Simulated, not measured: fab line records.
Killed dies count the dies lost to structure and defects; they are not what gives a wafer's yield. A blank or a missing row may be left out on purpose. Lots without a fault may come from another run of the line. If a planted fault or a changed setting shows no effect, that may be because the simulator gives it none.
The tool behind it: which one? ; flow nand-harc ; 14 lots with 40 wafers sampled at 6 steps, on a route of 1159 steps

## WHAT EACH GAUGE READ, for each wafer
NHARC_A_ZERO_WELL_CD_MEAS_10: the cd target is 2000 nm. Usual: 1999.5 nm for cd-nm, sd 2.4.
lot;measured;on;cd-nm (nm);flag
L286;day 6 22:35;cd-sem-01;1999.2 1998.8 2001.6;
L287;day 7 00:32;cd-sem-02;2000.2 2000.3 2001.4;
L289;day 7 11:57;cd-sem-02;2002.7 2000.0 2001.6;
L288;day 7 13:43;cd-sem-03;2002.7 2000.5 2004.0;
L290;day 7 21:34;cd-sem-01;1999.4 2000.4 1997.7;
L292;day 8 14:05;cd-sem-01;2002.4 1999.6 1998.9;
L294;day 9 00:59;cd-sem-03;1996.6 1995.4 1998.0;
L296;day 10 00:52;cd-sem-03;1999.0 1999.5;
L300;day 10 12:58;cd-sem-02;2000.8 2000.8;
L302;day 10 22:00;cd-sem-03;1997.7 1998.3 1996.6;
L305;day 11 02:49;cd-sem-02;1997.1 1996.0 1996.7;
L306;day 11 18:28;cd-sem-01;2004.4 2000.7 2004.1;
L307;day 11 19:32;cd-sem-03;1999.1 2001.0 2001.4;
L308;day 12 09:53;cd-sem-03;1997.1 1997.3 1996.7;

NHARC_A_ONON_D1_THK_MEAS_24: measures by ellipsometry. Usual: 999 nm for thk-nm, sd 10.
lot;measured;on;thk-nm (nm);flag
L286;day 8 09:53;film-metro-01;995 995 995;
L287;day 8 09:53;film-metro-02;998 998 1000;
L289;day 9 00:52;film-metro-02;995 994 992;
L288;day 9 00:54;film-metro-01;1000 999 998;
L290;day 9 08:11;film-metro-01;985 986 987;
L292;day 10 00:43;film-metro-02;995 997 996;
L294;day 10 13:44;film-metro-01;1006 1007 1006;
L296;day 11 11:51;film-metro-01;1010 680;OFF
L300;day 11 23:04;film-metro-01;1000 669;OFF
L302;day 12 07:01;film-metro-01;1008 1010 1009;
L305;day 12 13:04;film-metro-01;994 996 998;
L306;day 13 06:07;film-metro-02;1004 1004 1005;
L307;day 13 06:07;film-metro-02;991 993 993;
L308;day 14 00:19;film-metro-02;1012 1010 1010;

NHARC_A_CHANNEL_HOLE_D1_INSPECT_12. Usual: 5.3 for raw-defect-count, sd 2.4.
lot;measured;on;raw-defect-count;flag
L286;day 8 18:10;defect-inspect-02;4 6 7;
L287;day 8 17:12;defect-inspect-01;3 7 9;
L289;day 9 05:32;defect-inspect-01;4 3 3;
L288;day 9 05:23;defect-inspect-02;7 3 4;
L290;day 9 12:45;defect-inspect-02;6 4 6;
L292;day 10 06:47;defect-inspect-02;3 3 9;
L294;day 10 20:58;defect-inspect-01;4 9 3;
L296;day 11 17:01;defect-inspect-02;5;
L300;day 12 05:46;defect-inspect-01;6;
L302;day 12 11:50;defect-inspect-01;6 1 8;
L305;day 12 18:24;defect-inspect-01;9 7 5;
L306;day 13 11:36;defect-inspect-02;9 7 3;
L307;day 13 12:49;defect-inspect-01;5 6 5;
L308;day 14 04:52;defect-inspect-02;6 4 7;

NHARC_END_SORT_01. Usual: killed-at-array 25, standard deviation 9.2; killed-at-other 0.8, standard deviation 1.2; killed-at-periphery 3.9, standard deviation 2.6; killed-dies 30, standard deviation 9.7; killed-open 3.4, standard deviation 1.9; killed-short 2.0, standard deviation 1.4.
lot;measured;on;killed-at-array;killed-at-other;killed-at-periphery;killed-dies;killed-open;killed-short;flag
L296;day 22 15:07;prober-02;35 674;2 1;1 2;38 677;4 2;2 1;OFF
L300;day 23 08:08;prober-02;32 676;2 0;4 1;38 677;5 5;2 1;OFF

## WHAT TOOL EACH LOT RAN ON (gives the tool, then ch and the chambers of the sampled wafers, and finally the start)
lot;NHARC_P_BONDPAD_PVD_27;NHARC_A_ONON_D1_DEP_22
L286;pvd-sputter-03, day 6 22:35 or earlier;pecvd-onon-02 ch 0, day 8 09:22
L287;pvd-sputter-02, day 7 00:32 or earlier;pecvd-onon-03 ch 0, day 8 09:26
L289;pvd-sputter-02, day 7 11:57 or earlier;pecvd-onon-03 ch 0, day 9 00:22
L288;pvd-sputter-01, day 7 13:43 or earlier;pecvd-onon-02 ch 0, day 9 00:23
L290;pvd-sputter-03, day 7 21:34 or earlier;pecvd-onon-03 ch 0, day 9 07:40
L292;pvd-sputter-02, day 8 14:05 or earlier;pecvd-onon-02 ch 0, day 10 00:14
L294;pvd-sputter-02, day 9 00:59 or earlier;pecvd-onon-03 ch 0, day 10 13:13
L296;pvd-sputter-03, day 10 00:52 or earlier;pecvd-onon-02 ch 0, day 11 11:27
L300;pvd-sputter-03, day 10 12:58 or earlier;pecvd-onon-02 ch 0, day 11 22:34
L302;pvd-sputter-02, day 10 22:00 or earlier;pecvd-onon-01 ch 0, day 12 06:34
L305;pvd-sputter-03, day 11 02:49 or earlier;pecvd-onon-03 ch 0, day 12 12:34
L306;pvd-sputter-01, day 11 18:28 or earlier;pecvd-onon-03 ch 0, day 13 05:43
L307;pvd-sputter-01, day 11 19:32 or earlier;pecvd-onon-01 ch 0, day 13 05:36
L308;pvd-sputter-02, day 12 09:53 or earlier;pecvd-onon-03 ch 0, day 13 23:52
- NHARC_P_BONDPAD_PVD_27: deposits Cu, target thk 30 nm, time 20.49 s.
- NHARC_A_ONON_D1_DEP_22: target thk 1000 nm.

## AS READ BY THE TOOLS THEMSELVES (means over the sampled wafers that have a number; for cases with no such wafer, the mark the record gives instead)
NHARC_P_BONDPAD_PVD_27. Usual: 30.2 % for throttle-valve-pct, sd 0.42.
lot;tool;throttle-valve-pct (%);flag
L286;pvd-sputter-03;30.3;
L287;pvd-sputter-02;29.9;
L289;pvd-sputter-02;29.7;
L288;pvd-sputter-01;30.6;
L290;pvd-sputter-03;30.2;
L292;pvd-sputter-02;30.0;
L294;pvd-sputter-02;30.1;
L296;pvd-sputter-03;30.3;
L300;pvd-sputter-03;29.9;
L302;pvd-sputter-02;29.9;
L305;pvd-sputter-03;30.3;
L306;pvd-sputter-01;30.5;
L307;pvd-sputter-01;30.6;
L308;pvd-sputter-02;29.8;

## THE ANSWER, worked out from the rows above alone
Rule: lot off if the mean of its wafers having a number is beyond 3 standard deviations from the usual mean. A lot without any number at a reading at which 4 lots or more have one is off too. Where the step has rows for the other lots, those lots are counted as sound. After the gauges, taken in route order, come the tools' own readings; for these a lot's mean is taken, as printed above. At the first step where some lot is off, the reading lying furthest off is the one used; lots without a number count as furthest.
Off, at NHARC_A_ONON_D1_THK_MEAS_24 on thk-nm: L296, L300.
If a tool, at a process step before that reading, ran all the lots that are off and no sound lot after the first of them, it fits. The gauges at NHARC_A_ONON_D1_THK_MEAS_24 aren't tried: what is off there is off at NHARC_END_SORT_01 too, on other tools, and a gauge's error can't cause that. NHARC_P_BONDPAD_PVD_27: start missing for some lots; hours and lot order therefore follow NHARC_A_ZERO_WELL_CD_MEAS_10. One fits: NHARC_A_ONON_D1_DEP_22 on pecvd-onon-02. A fault onset in the window from L292 (day 10 00:14, its last sound lot) to L296 (day 11 11:27, its first lot off) fits.

## WHAT THE SIMULATOR HAD INSERTED
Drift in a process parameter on pecvd-onon-02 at NHARC_A_ONON_D1_DEP_22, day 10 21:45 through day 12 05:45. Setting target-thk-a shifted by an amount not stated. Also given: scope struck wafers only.
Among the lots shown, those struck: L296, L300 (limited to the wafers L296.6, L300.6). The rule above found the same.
